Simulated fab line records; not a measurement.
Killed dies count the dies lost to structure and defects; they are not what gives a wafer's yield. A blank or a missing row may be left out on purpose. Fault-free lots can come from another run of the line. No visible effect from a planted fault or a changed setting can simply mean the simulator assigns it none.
fab line records	flow n5Finfet
[record] lots = 11	wafers = 33	lastDay = 19
route steps=1938 shown HKMG_FIN@455 MIM_TOP_ETCH@1851 PASS1_CAP@1874 PASSIVATION@1936
lots with no fault: from the same line, run without faults
startH: hours from the record's opening day to when the first of the lot's shown wafers began	waitH: how many hours have passed since the lot's step before this one	" identical to the entry in the row above	L1.1+2: several wafers, shown together as one row	- no value present, or no start provided	* or withheld: withheld	< > ~ a bound
route shown NAME@n: names a module that has steps shown in the file, with the first one's number in the route	usual: mean and standard deviation over wafers with no fault	same: alike in all rows	chamber/n: place in a boat	sites: per-site readings	_std_site: how widely they spread, as a standard deviation	_edge_site: the outer-site mean with the inner-site mean subtracted	radiusMm: how far each site lies from the wafer's centre	mask NAME#n: copy n	behind: tool/chamber where the wafer was last shaped	hold: why the lot went on hold/how many hours it stayed there/how the hold came to an end	device: transistor that didn't switch, given as n, p or np	end of line: at the end of the route, the tests of the same wafers	a step given without rows: its recipe and nothing more	killed: dies lost to structure and defects at the first sort, not the wafer's yield	map: per-die view of a wafer (x killed, . not killed, _ where there is no die)
set.NAME: the setting the step ran with; set.NAME@STEP: the setting that earlier step ran with	model.NAME: the simulator's own value behind a step, which no gauge read
route steps across a sampled set of lots; one table per step, one row per wafer
services: from which hour (startH, from the record's first day; less than 0 if before it) a tool's chamber was out of use, for how many hours, and why
[[steps]]
[step N5_HKMG_FIN_STRIP_69]
[recipe] chemistry = N2/H2	powerW = 2500	tempC = 300	h2Frac = 0.65	timeS = 360	pressureMtorr = withheld	n2FlowSccm = 1750	h2FlowSccm = 3250
[usual] drypumpMotorCurrentA = 5.6/0.51	heaterPowerW = 467/36
lot.wafer	tool	chamber	startH	waitH	drypumpMotorCurrentA	heaterPowerW	rfHoursCounterH
L253.2	plasmaAsher-01	0	75.20	0.1	5.6	505	86
L253.3	"	0	"	"	5.6	512	-
L253.5	"	0	"	"	5.6	496	-
L257.2	plasmaAsher-01	1	103.59	0.1	4.8	418	92
L257.3	"	0	"	"	5.6	510	-
L257.5	"	1	"	"	4.7	415	-
L258.1	plasmaAsher-02	0	109.76	0.1	6.1	481	44
L258.2	"	1	"	"	5.9	483	44
L258.4	"	0	"	"	6.1	469	-
L260.2	plasmaAsher-02	0	119.89	0.1	6.1	479	46
L260.3	"	1	"	"	5.9	463	-
L260.5	"	1	"	"	5.9	467	-
L261.1	plasmaAsher-02	1	125.94	0.1	5.9	467	47
L261.3	"	0	"	"	6.1	481	-
L261.4	"	1	"	"	5.9	462	-
L262.1	plasmaAsher-02	0	131.06	0.1	6.1	487	48
L262.3	"	1	"	"	5.9	470	-
L262.5	"	1	"	"	5.9	471	-
L263.2	plasmaAsher-01	1	135.66	0.1	4.7	413	99
L263.4	"	0	"	"	5.6	498	-
L263.6	"	1	"	"	4.7	412	-
L264.1	plasmaAsher-02	1	148.12	0.1	6.0	478	52
L264.4	"	0	"	"	6.1	483	-
L264.5	"	0	"	"	6.1	475	-
L274.2	plasmaAsher-02	0	206.02	0.1	6.1	496	64
L274.5	"	1	"	"	5.9	470	-
L274.6	"	0	"	"	6.1	486	-
L275.1	plasmaAsher-02	0	213.76	0.1	6.1	496	65
L275.3	"	0	"	"	6.1	486	-
L275.4	"	1	"	"	5.9	463	-
L276.2	plasmaAsher-02	1	215.63	0.1	5.9	466	65
L276.3	"	1	"	"	5.9	463	-
L276.5	"	1	"	"	5.9	471	-
[step N5_MIM_TOP_ETCH_ETCH_00]
[recipe] chemistry = Cl2/BCl3	target = TiN	targetDepthA = 385	ionEnergyEv = 150	pressureMtorr = 10	icpW = 1000	biasW = 126	Cl2_flow_sccm = 53.25	bcl3FlowSccm = 21.75	Ar_flow_sccm = 25
[usual] drypumpMotorCurrentA = 5.5/0.39	oesProductAu = 0.84/0.11	throttleValvePct = 22.67/0.19
lot.wafer	tool	chamber	startH	waitH	drypumpMotorCurrentA	oesProductAu	rfHoursCounterH	throttleValvePct
L253.2	rieMetal-03	0	287.57	0.1	5.4	0.92	9	22.80
L253.3	"	0	"	"	5.3	0.93	-	22.80
L253.5	"	1	"	"	5.2	0.84	-	22.48
L257.2	rieMetal-03	1	318.07	0.1	5.2	0.83	28	22.50
L257.3	"	1	"	"	5.2	0.83	-	22.49
L257.5	"	1	"	"	5.2	0.83	-	22.47
L258.1	rieMetal-02	0	323.71	0.1	5.3	0.98	1	22.43
L258.2	"	1	"	"	5.8	0.90	12	22.51
L258.4	"	1	"	"	5.8	0.90	-	22.54
L260.2	rieMetal-03	1	340.48	0.1	5.2	0.82	31	22.48
L260.3	"	0	"	"	5.4	0.89	-	22.80
L260.5	"	0	"	"	5.3	0.89	-	22.83
L261.1	rieMetal-03	0	346.48	0.1	5.3	0.89	15	22.81
L261.3	"	0	"	"	5.3	0.89	-	22.81
L261.4	"	1	"	"	5.2	0.82	-	22.48
L262.1	rieMetal-03	0	348.84	0.1	5.3	0.89	15	22.83
L262.3	"	0	"	"	5.3	0.89	-	22.83
L262.5	"	0	"	"	5.3	0.89	-	22.82
L263.2	rieMetal-03	1	358.53	0.1	5.2	0.82	32	22.50
L263.4	"	1	"	"	5.2	0.82	-	22.50
L263.6	"	1	"	"	5.2	0.82	-	22.50
L264.1	rieMetal-01	1	370.04	0.1	6.1	0.66	100	22.81
L264.4	"	0	"	"	5.1	0.64	-	23.06
L264.5	"	1	"	"	6.1	0.64	-	22.80
L274.2	rieMetal-01	0	412.55	0.1	5.1	0.97	3	22.95
L274.5	"	1	"	"	6.1	0.98	-	22.49
L274.6	"	0	"	"	5.1	0.97	-	22.94
L276.2	rieMetal-02	1	434.46	0.1	5.8	0.86	21	22.55
L276.3	"	0	"	"	5.3	0.89	-	22.45
L276.5	"	1	"	"	5.8	0.85	-	22.53
L275.1	rieMetal-01	0	441.90	0.1	5.1	0.95	5	22.95
L275.3	"	0	"	"	5.1	0.94	-	22.95
L275.4	"	1	"	"	6.1	0.93	-	22.51
[step N5_MIM_TOP_ETCH_PECVD_03]
[recipe] material = SiNx	targetThkA = 200	tempC = 400	precursor = SiH4/NH3/N2	pressureTorr = 1.5	rfW = 300	timeS = 17.6
[usual] heaterPowerW = 785/110	showerheadPlenumPTorr = 5.15/0.053	throttleValvePct = 40.0/1.5
lot.wafer	tool	chamber	startH	waitH	heaterPowerW	showerheadPlenumPTorr	throttleValvePct
L253.2	pecvd-02	0	287.78	-	774	5.11	39.5
L253.3	"	2	"	"	601	5.15	38.1
L253.5	"	0	"	"	767	5.12	39.6
L257.2	pecvd-03	0	318.27	-	755	5.20	41.2
L257.3	"	2	"	"	793	5.11	39.8
L257.5	"	0	"	"	750	5.19	40.9
L258.1	pecvd-01	2	324.03	-	1062	5.32	42.6
L258.2	"	1	"	"	728	5.14	44.0
L258.4	"	0	"	"	925	5.21	41.8
L260.2	pecvd-02	0	340.69	-	755	5.12	39.6
L260.3	"	1	"	"	872	5.16	39.0
L260.5	"	0	"	"	731	5.12	39.6
L261.1	pecvd-02	2	346.71	-	674	5.15	38.1
L261.3	"	1	"	"	904	5.17	38.8
L261.4	"	2	"	"	693	5.15	38.6
L262.1	pecvd-02	0	349.20	-	624	5.11	39.9
L262.3	"	2	"	"	644	5.14	38.2
L262.5	"	2	"	"	626	5.14	38.5
L263.2	pecvd-02	2	358.74	-	692	5.14	38.6
L263.4	"	0	"	"	763	5.12	40.0
L263.6	"	0	"	"	751	5.10	39.7
L264.1	pecvd-02	1	370.24	-	899	5.17	39.1
L264.4	"	0	"	"	749	5.12	39.8
L264.5	"	2	"	"	622	5.15	38.4
L274.2	pecvd-02	2	412.76	-	593	5.14	38.8
L274.5	"	2	"	"	593	5.15	38.7
L274.6	"	1	"	"	938	5.16	38.9
L276.2	pecvd-02	2	434.73	-	692	5.14	38.9
L276.3	"	0	"	"	736	5.12	40.1
L276.5	"	0	"	"	743	5.13	40.0
L275.1	pecvd-02	1	442.12	-	928	5.17	38.5
L275.3	"	0	"	"	766	5.13	40.0
L275.4	"	1	"	"	917	5.17	38.8
[step N5_PASSIVATION_PECVD_01]
[recipe] material = SiNx	targetThkA = 2000	tempC = 400	precursor = SiH4/NH3/N2	pressureTorr = 4.9	rfW = 1406	timeS = 43.2
[usual] heaterPowerW = 399/130	showerheadPlenumPTorr = 8.68/0.086	throttleValvePct = 30.0/1
lot.wafer	tool	chamber	startH	waitH	heaterPowerW	showerheadPlenumPTorr	throttleValvePct
L253.2	pecvd-03	0	289.53	0.0	363	8.72	29.9
L253.3	"	1	"	"	317	8.65	30.2
L253.5	"	2	"	"	452	8.64	28.7
L257.2	pecvd-01	2	319.90	0.0	697	8.86	31.0
L257.3	"	1	"	"	239	8.69	32.3
L257.5	"	0	"	"	539	8.75	30.3
L258.1	pecvd-04	0	326.16	0.0	460	8.66	29.1
L258.2	"	2	"	"	289	8.60	28.8
L258.4	"	2	"	"	292	8.60	29.2
L260.2	pecvd-03	1	342.49	0.0	335	8.61	30.1
L260.3	"	2	"	"	322	8.63	29.0
L260.5	"	0	"	"	291	8.75	30.0
L261.1	pecvd-04	0	348.35	0.0	539	8.67	29.0
L261.3	"	1	"	"	251	8.60	29.9
L261.4	"	0	"	"	547	8.68	29.1
L262.1	pecvd-04	0	350.82	0.0	486	8.68	29.2
L262.3	"	1	"	"	256	8.60	29.5
L262.5	"	1	"	"	256	8.55	29.6
L263.2	pecvd-01	1	360.29	0.0	334	8.69	32.2
L263.4	"	2	"	"	584	8.83	31.2
L263.6	"	0	"	"	453	8.76	30.5
L264.1	pecvd-04	0	372.14	0.0	543	8.68	29.1
L264.4	"	1	"	"	218	8.59	29.8
L264.5	"	0	"	"	549	8.68	29.2
L274.2	pecvd-04	1	414.17	0.0	259	8.60	29.6
L274.5	"	1	"	"	160	8.59	29.8
L274.6	"	2	"	"	324	8.61	29.3
L276.2	pecvd-04	1	436.23	0.0	219	8.59	29.7
L276.3	"	2	"	"	231	8.58	29.4
L276.5	"	1	"	"	229	8.60	29.9
L275.1	pecvd-03	2	443.68	0.0	363	8.65	28.8
L275.3	"	1	"	"	436	8.60	30.0
L275.4	"	1	"	"	456	8.61	30.0
[step N5_PASSIVATION_PROBE_49]
[usual] defectLimitedYield = 91.5/1.3	killed_at_M0_to_M3 = 33/10	killed_at_M4_up = 13/4	killedAtContacts = 12/6.3	killedAtFrontEnd = 39/11	killedAtOther = 3.4/2.6	killedDies = 100/15	killedOpen = 65/11	killedShort = 34/7.8	sort_bin_5_function = 5.0/0.89	sort_bin_6_memory = 3.2/0.58	sortNPass = 1080/15	sortYieldPct = 91.5/1.3
[same] grossDies = 1180	killedAtBackSide = 0	sort_bin_4_leakage[%] = 0	sort_bin_8_speed[%] = 0
lot.wafer	tool	chamber	startH	waitH	defectLimitedYield[%]	killed_at_M0_to_M3	killed_at_M4_up	killedAtContacts	killedAtFrontEnd	killedAtOther	killedDies	killedOpen	killedShort	sort_bin_5_function[%]	sort_bin_6_memory[%]	sortNPass	sortYieldPct[%]
L262.1	prober-02	-	361.92	0.0	88.3	36	11	8	79	4	138	78	60	7.5	3.6	1042	88.3
L262.3	prober-02	-	362.02	0.1	82.2	37	14	20	133	6	210	72	39	10.5	5.5	970	82.2
L262.5	prober-02	-	362.12	0.2	83.6	17	11	10	152	4	194	58	38	10.7	4.6	986	83.6
L264.1	prober-02	-	382.04	0.0	83.6	27	9	20	131	6	193	64	29	9.6	5.2	987	83.6
L264.4	prober-02	-	382.19	0.2	91.4	46	11	10	34	1	102	64	37	5.6	2.8	1078	91.4
L264.5	prober-02	-	382.24	0.2	90.2	50	12	11	36	7	116	80	35	5.8	3.6	1064	90.2
// killed by level:class
L262.1 FIN_SAQP:geometricParticle:short=25 FIN_SAQP:geometricParticle:open=13 BEOL_M3:geometricParticle:open=11 GATE_CUT:geometricParticle:open=11 GATE_CUT:geometricParticle:short=11 BEOL_M0_SAQP:geometricParticle:short=9 MOL_CONTACT_COAG:geometricParticle:open=8 STI_FIN_REVEAL:geometricParticle:open=7
L262.3 HKMG_FIN:unspecified=95 MOL_CONTACT_COAG:geometricParticle:open=19 FIN_SAQP:geometricParticle:short=12 BEOL_M0_SAQP:geometricParticle:short=11 BEOL_M2:geometricParticle:open=8 BEOL_M3:geometricParticle:open=8 FIN_SAQP:geometricParticle:open=7 BEOL_M0_SAQP:geometricParticle:open=5
L262.5 HKMG_FIN:unspecified=98 FIN_SAQP:geometricParticle:open=19 FIN_SAQP:geometricParticle:short=9 MOL_CONTACT_COAG:geometricParticle:open=8 GATE_CUT:geometricParticle:short=4 BEOL_M2:geometricParticle:open=4 BEOL_M5:geometricParticle:open=4 STARTING-WAFER:geometricParticle:short=4
L264.1 HKMG_FIN:unspecified=100 MOL_CONTACT_COAG:geometricParticle:open=14 BEOL_M3:geometricParticle:open=10 MOL_CONTACT_COAG:geometricParticle:short=6 BEOL_M0_SAQP:geometricParticle:short=6 FIN_SAQP:geometricParticle:open=5 BEOL_M4:geometricParticle:open=5 STI_FIN_REVEAL:geometricParticle:open=4
L264.4 STI_FIN_REVEAL:geometricParticle:open=12 BEOL_M1:geometricParticle:open=11 MOL_CONTACT_COAG:geometricParticle:open=9 BEOL_M0_SAQP:geometricParticle:short=7 FIN_SAQP:geometricParticle:short=6 BEOL_M1:geometricParticle:short=6 BEOL_M0:geometricParticle:open=5 BEOL_M3:geometricParticle:open=5
L264.5 BEOL_M0_SAQP:geometricParticle:open=13 BEOL_M0_SAQP:geometricParticle:short=12 BEOL_M1:geometricParticle:open=11 FIN_SAQP:geometricParticle:open=10 MOL_CONTACT_COAG:geometricParticle:open=10 FIN_SAQP:geometricParticle:short=8 BEOL_M2:geometricParticle:open=5 BEOL_M4:geometricParticle:open=4
[[services]]
tool	chamber	startH	hours	kind
plasmaAsher-01	-	60.53	2.8	pm
rieMetal-01	-	62.67	1.4	pm
pecvd-02	0	63.63	4.2	repair
pecvd-03	-	98.90	2.8	pm
rieMetal-01	-	113.53	1.1	repair
plasmaAsher-01	-	141.64	8.8	repair
pecvd-02	-	149.75	5.7	repair
rieMetal-01	0	154.55	3.4	repair
pecvd-03	-	154.73	0.5	repair
pecvd-03	2	179.72	4.0	repair
pecvd-04	-	200.31	1.6	repair
pecvd-03	-	214.46	1.7	repair
plasmaAsher-02	-	223.58	49.1	repair
pecvd-03	-	225.74	3.7	repair
rieMetal-03	-	228.89	0.2	repair
pecvd-02	-	307.15	0.7	repair
plasmaAsher-02	-	329.02	2.8	pm
pecvd-02	1	356.11	8.4	repair
pecvd-04	-	398.77	2.8	pm
pecvd-03	1	400.93	6.8	repair
pecvd-04	0	410.91	11.7	repair
pecvd-02	-	420.86	5.9	repair
pecvd-03	-	434.80	0.7	repair
pecvd-02	-	437.74	0.7	repair
[[key]]
[firstSign] step = N5_PASSIVATION_PROBE_49	reading = killedAtFrontEnd	direction = up	sigmas = 8.7	usual = 39	struck = 139
[effect] step = N5_PASSIVATION_PROBE_49	reading = killedDies	direction = up	sigmas = 6.5	usual = 100	struck = 199
[moreKillsBornAt] N5_HKMG_FIN_STRIP_69@plasmaAsher-02 = 293
metAt N5_HKMG_FIN_STRIP_69
struckLots L262,L264
struckWafers L262.3,L262.5,L264.1
notActingAt N5_MIM_TOP_ETCH_ETCH_00,N5_MIM_TOP_ETCH_PECVD_03,N5_PASSIVATION_PECVD_01
onsetBetween 125.94 131.06
[fault] kind = chamberParticleSource	tool = plasmaAsher-02	chamber = 1	onsetH = 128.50	steps = N5_HKMG_FIN_STRIP_69	ratePerVisitCm2 = 0.39513	endH = 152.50
